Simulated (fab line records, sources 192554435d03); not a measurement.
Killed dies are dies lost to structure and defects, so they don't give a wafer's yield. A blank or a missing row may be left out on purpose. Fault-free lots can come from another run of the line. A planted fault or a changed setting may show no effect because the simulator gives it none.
Struck lot and sound lot, side by side | flow n5_finfet | 40 steps out of a route of 1938
Sound: these wafers, L249.3, L249.5, L249.6. Struck: wafer L255.1 (left out: L255.4, L255.5 of the same lot, which were not struck); the cause appears at the end.
For every step that has rows: the tool of each side, followed by ch and its chambers, followed by its first start. Under that, the readings that differ: sound wafers | struck wafers | difference of the means | sigmas: that difference in standard deviations of wafers without a fault.
alike: a reading whose means differ by less than 2 such deviations, as well as words and numbers matching on both sides. not compared: withheld readings; readings where some wafer has no value; bounds like >300 that might hide an equal value; numbers whose values overlap and for which the record gives no deviation.
A row with sigmas, a row that says differs or no value, or rows on one side alone: a step with any of these is where the two part. Numbers that don't overlap but have no deviation are shown without sigmas and don't part them. A reading missing from all wafers of one side parts the sides only when that side holds two or more wafers.

first, 4 steps without rows for these wafers: N5_HKMG_FIN_STRIP_34 (strips in CF4); N5_HKMG_FIN_ETCH_35 (etches SOC in N2/H2, target depth 215.8 nm, time 243.4 s); N5_HKMG_FIN_STRIP_92 (strips SOC in N2/H2, time 20 s); N5_HKMG_FIN_WET_ETCH_18 (etches TiN in SC1, time 55 s, target depth 5.2 nm, rinse time 30 s).
N5_HKMG_FIN_STRIP_19: strips in N2/H2, time 360 s.
  sound on plasma_asher-02 ch 0,1, day 5 14:05; struck on plasma_asher-02 ch 0, day 7 06:17
  reading                | sound | struck | difference                   | sigmas
  rf_hours_counter_h (h) | - - - | 101    | no value on the sound wafers |
  alike: drypump_motor_current_A, heater_power_w
then, 7 steps without rows for these wafers: N5_HKMG_FIN_ALD_91 (deposits TiN, target thk 1 nm, pulse time 1 s, purge time 3 s); N5_HKMG_FIN_COAT_85 (time 60 s, resist thk 300 nm); N5_HKMG_FIN_ETCH_86 (etches SOC in N2/H2, stops on TiN, target depth 393.2 nm); N5_HKMG_FIN_STRIP_89 (strips SOC in N2/H2, time 20 s); N5_HKMG_FIN_WET_ETCH_87 (etches TiN in SC1, time 154.2 s, target depth 4.7 nm, rinse time 30 s); N5_HKMG_FIN_STRIP_88 (strips in N2/H2, time 360 s); N5_HKMG_FIN_NWFM_ALD_20 (deposits TiAlC, target thk 2 nm, pulse time 3 s, purge time 2 s).
N5_HKMG_FIN_ALD_71: deposits TiN, target thk 1 nm, pulse time 1 s, purge time 3 s.
  sound on ald_metal-03 ch 1,2,3, day 5 15:26; struck on ald_metal-01 ch 2, day 7 07:45
  alike: heater_power_w, precursor_pulse_height_rel
then, 1 step without rows for these wafers: N5_HKMG_FIN_COAT_66 (time 60 s, resist thk 300 nm).
N5_HKMG_FIN_ETCH_67: etches SOC in N2/H2, stops on TiN, target depth 388.9 nm.
  sound on rie_diel-06 ch 1,2, day 5 15:50; struck on rie_diel-03 ch 2, day 7 08:05
  reading               | sound          | struck | difference | sigmas
  oes_product_au (a.u.) | 0.67 0.71 0.66 | 0.97   | +0.29      | +3
  alike: drypump_motor_current_A, rf_vpp_V, showerhead_plenum_p_Torr, throttle_valve_pct
  not compared: rf_hours_counter_h
N5_HKMG_FIN_STRIP_90: strips SOC in N2/H2, time 20 s.
  sound on rie_diel-06 ch 1,2, day 5 15:54; struck on rie_diel-03 ch 2, day 7 08:09
  reading               | sound             | struck | difference | sigmas
  oes_product_au (a.u.) | 0.67 0.73 0.67    | 0.96   | +0.27      | +3
  power_w (W)           | 498.9 496.7 498.6 | 502.8  | +4.7       | +4
  alike: drypump_motor_current_A, rf_vpp_V, showerhead_plenum_p_Torr, throttle_valve_pct
  not compared: rf_hours_counter_h
then, 9 steps without rows for these wafers: N5_HKMG_FIN_WET_ETCH_73 (etches the open film in SC1, time 42.3 s, target depth 1.3 nm, rinse time 30 s); N5_HKMG_FIN_ETCHBACK_68 (etches the open film in Cl2/Ar, stops on HfO2, target depth 0.5 nm); N5_HKMG_FIN_STRIP_69 (strips in N2/H2, time 360 s); N5_HKMG_FIN_ALD_21 (deposits TiN, target thk 1.5 nm, pulse time 1 s, purge time 3 s); N5_HKMG_FIN_ALD_72 (deposits W, target thk 2 nm, pulse time 1 s, purge time 2 s); N5_HKMG_FIN_W_FILL_22 (material W, target thk 60 nm, time 18.2 s); N5_HKMG_FIN_PRECLEAN_83 (cleans in DIW, time 57.5 s); N5_HKMG_FIN_SRD_84 (dry time 32 s); N5_HKMG_FIN_CMP_23 (polishes, stops on SiNx, t overpolish 10 s, target thk 46.326 nm).
N5_HKMG_FIN_CMP_94: polishes, stops on SiNx, t overpolish 4.7 s, target thk 43.299 nm.
  sound on cmp-04 ch 2,3, day 5 17:44; struck on cmp-03 ch 3, day 7 09:54
  alike: motor_current_A
then, 11 steps without rows for these wafers: N5_GATE_CUT_ETCHBACK_00 (etches W in SF6/Cl2); N5_GATE_CUT_ETCH_56 (etches TiN in Cl2/Ar, target depth 21.6 nm); N5_GATE_CUT_ETCHBACK_30 (etches TiN in Cl2/Ar, target depth 3 nm); N5_GATE_CUT_VAPOR_ETCH_60 (etches HfO2 in BCl3/Cl2); N5_GATE_CUT_ETCH_58 (etches SiNx in CH3F/O2, target depth 17 nm, time 128.6 s); N5_GATE_CUT_STRIP_59 (strips in N2/H2, time 20 s); N5_GATE_CUT_PRECLEAN_31 (cleans in DIW, time 300 s); N5_GATE_CUT_SRD_32 (time 30 s); N5_GATE_CUT_SAC_CAP_01 (material SiNx, target thk 24 nm, pulse time 1 s, ald cycles 480); N5_GATE_CUT_PECVD_57 (deposits SiNx from SiH4/NH3/N2, target thk 21 nm); N5_GATE_CUT_CMP_02 (polishes, stops on SiO2, t overpolish 12.7 s, target thk 0 nm).
N5_GATE_CUT_HM_DEP_46: deposits SiO2 from TEOS/O2, target thk 130 nm, time 26.6 s.
  sound on pecvd-01 ch 0,1, day 5 21:11; struck on pecvd-03 ch 2, day 7 13:54
  reading            | sound       | struck | difference | sigmas
  heater_power_w (W) | 465 476 521 | 620    | +133       | +2
  alike: showerhead_plenum_p_Torr, throttle_valve_pct
then, 1 step without rows for these wafers: N5_GATE_CUT_COAT_34 (time 60 s, resist thk 60 nm).
-- the record jumps here: 8 days lie between the struck wafers' starts before and after (it left off in module GATE_CUT and takes up again in module PASSIVATION, whose first step shown is number 1936 of the route) --
N5_PASSIVATION_PROBE_49:
  struck on prober-01, day 15 06:58; sound on prober-01, day 13 03:10
  reading                  | sound          | struck | difference | sigmas
  defect_limited_yield (%) | 90.2 90.4 91.6 | 84.2   | -6.5       | -4
  killed_at_front_end      | 30 41 32       | 125    | +91        | +8
  killed_dies              | 116 113 99     | 186    | +77        | +4
  killed_on_rim            | 21 13 16       | 29     | +12        | +3
  sort_bin_5_function (%)  | 5.7 6.4 4.7    | 10.8   | +5.2       | +5
  sort_n_pass              | 1064 1067 1081 | 994    | -77        | -4
  sort_yield_pct (%)       | 90.2 90.4 91.6 | 84.2   | -6.5       | -4
  alike: killed_at_M0_to_M3, killed_at_M4_up, killed_at_contacts, killed_at_other, killed_open, killed_short, sort_bin_4_leakage, sort_bin_6_memory

## WHERE THEY PART
First at N5_HKMG_FIN_STRIP_19; last, within this record, at N5_PASSIVATION_PROBE_49.

WHY: what the simulator had put in
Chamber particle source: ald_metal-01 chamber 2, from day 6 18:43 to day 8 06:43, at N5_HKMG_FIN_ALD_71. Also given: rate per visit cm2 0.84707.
